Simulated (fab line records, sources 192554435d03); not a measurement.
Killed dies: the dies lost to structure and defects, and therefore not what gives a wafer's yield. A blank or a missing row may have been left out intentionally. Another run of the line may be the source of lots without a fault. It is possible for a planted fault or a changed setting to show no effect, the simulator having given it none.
Split-lot experiment	flow n5Finfet	route with 1938 steps; 7 lots, 21 wafers read

## ABOUT THE SPLIT
At N5_HKMG_FIN_ETCH_35 (etches SOC in N2/H2, target depth 215.8 nm, time 243.4 s), the setting sourceW was moved away from the recipe's 3000 W on 8 of the 21 wafers read, by -16.5% to -6.7%. All remaining wafers had this setting at the recipe value.

The split's own step is where the reading is taken.

## THE READING
rfVppV, in V, at N5_HKMG_FIN_ETCH_35 (etches SOC in N2/H2, target depth 215.8 nm, time 243.4 s). Typical for fault-free wafers on this fab line: 141.7 V, with standard deviation 1 V.

wafer	tool, chamber at the split	sourceW as run, W	against the recipe	rfVppV, V	against lot-mates on the recipe
L079.1	rieDiel-04, 0	3000	recipe	141.5	-
L079.2	rieDiel-04, 2	3000	recipe	141.0	-
L079.5	rieDiel-04, 0	3000	recipe	140.4	-
L081.2	rieDiel-01, 0	3000	recipe	142.4	-
L081.3	rieDiel-01, 1	3000	recipe	142.5	-
L081.6	rieDiel-01, 1	3000	recipe	141.4	-
L083.4	rieDiel-04, 0	3000	recipe	140.4	-
L083.5	rieDiel-04, 2	2654	-11.5%	149.6	+9.0
L083.6	rieDiel-04, 1	3000	recipe	140.8	-
L089.1	rieDiel-04, 2	3000	recipe	143.2	-
L089.4	rieDiel-04, 2	2513	-16.2%	151.8	+10.2
L089.6	rieDiel-04, 0	3000	recipe	139.9	-
L091.1	rieDiel-04, 3	2580	-14.0%	150.9	+9.7
L091.3	rieDiel-04, 1	2580	-14.0%	149.2	+8.0
L091.4	rieDiel-04, 0	3000	recipe	141.2	-
L094.1	rieDiel-05, 2	3000	recipe	142.3	-
L094.4	rieDiel-05, 1	2800	-6.7%	145.1	+2.8
L094.6	rieDiel-05, 1	2800	-6.7%	144.8	+2.5
L095.1	rieDiel-05, 3	3000	recipe	142.4	-
L095.3	rieDiel-05, 0	2505	-16.5%	150.4	+8.0
L095.6	rieDiel-05, 0	2505	-16.5%	148.9	+6.5

THE FIT
A straight line over all 21 wafers: rfVppV changes by -0.573 V for each +1% of sourceW; r = -0.97; the points scatter about the line by 1.1 V.
The same after taking each lot's own level away (the mean of its wafers on the recipe; 21 wafers): -0.558 V for each +1%; r = -0.95; scatter 1.2 V.
The reading moves by 9.2 V for the largest change in sourceW, on that fit.
Measured against the standard deviation above, the lots' own levels, which go from 140.60 to 142.40 V, span 1.8 times it.
Hence the lot-to-lot level has little effect on the slope; both slopes agree.
Check: with one of the wafers moved furthest among these (-16.5%) left out of the fit, the line predicts +9.49 V for it against its lot-mates. Against them it came out at +8 V.
Tool readings at the split's step, against how far the setting was moved: rfVppV r = -0.97.

## FURTHER SPLITS ON THESE WAFERS
Other splits were also applied to these wafers ahead of the reading. Each is held against what the fit with the lots' levels taken away leaves over:
other split on the same wafers	wafers away from the commonest value	r with rfVppV (lot level and that fit taken away)
N5_SD_EPI_N_DEVELOP_08 developTimeS	5	+0.16
N5_SD_EPI_N_EPI_21 timeS	6	-0.16
N5_SDB_COAT_05 spinRpm	8	+0.03
N5_SDB_ETCH_18 timeS	6	+0.29
N5_HKMG_FIN_DEVELOP_11 developTimeS	6	-0.05

## THE WHOLE CHAIN: every reading that the file lists as answering this split, in the file's order
step	what it does	reading	change (the file's fit)	r (the file's)
N5_HKMG_FIN_ETCH_35	etches SOC in N2/H2, target depth 215.8 nm, time 243.4 s	rfVppV	-0.586 V for each +1% of the setting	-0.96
N5_HKMG_FIN_ETCH_35	etches SOC in N2/H2, target depth 215.8 nm, time 243.4 s	HKMG_FIN.featureDepthNm (the simulator's own value, which no gauge read)	+1.79 nm for each +1% of the setting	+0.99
N5_HKMG_FIN_ETCH_35	etches SOC in N2/H2, target depth 215.8 nm, time 243.4 s	etch.depthNm (the simulator's own value, which no gauge read)	+1.78 nm for each +1% of the setting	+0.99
N5_HKMG_FIN_ETCH_35	etches SOC in N2/H2, target depth 215.8 nm, time 243.4 s	SOC_of_HKMG_FIN_COAT_29.thkNm (the simulator's own value, which no gauge read)	-1.78 nm for each +1% of the setting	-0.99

## FILE'S OWN FIT
rfVppV changes by -0.586 V for each +1% of sourceW, r = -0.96.
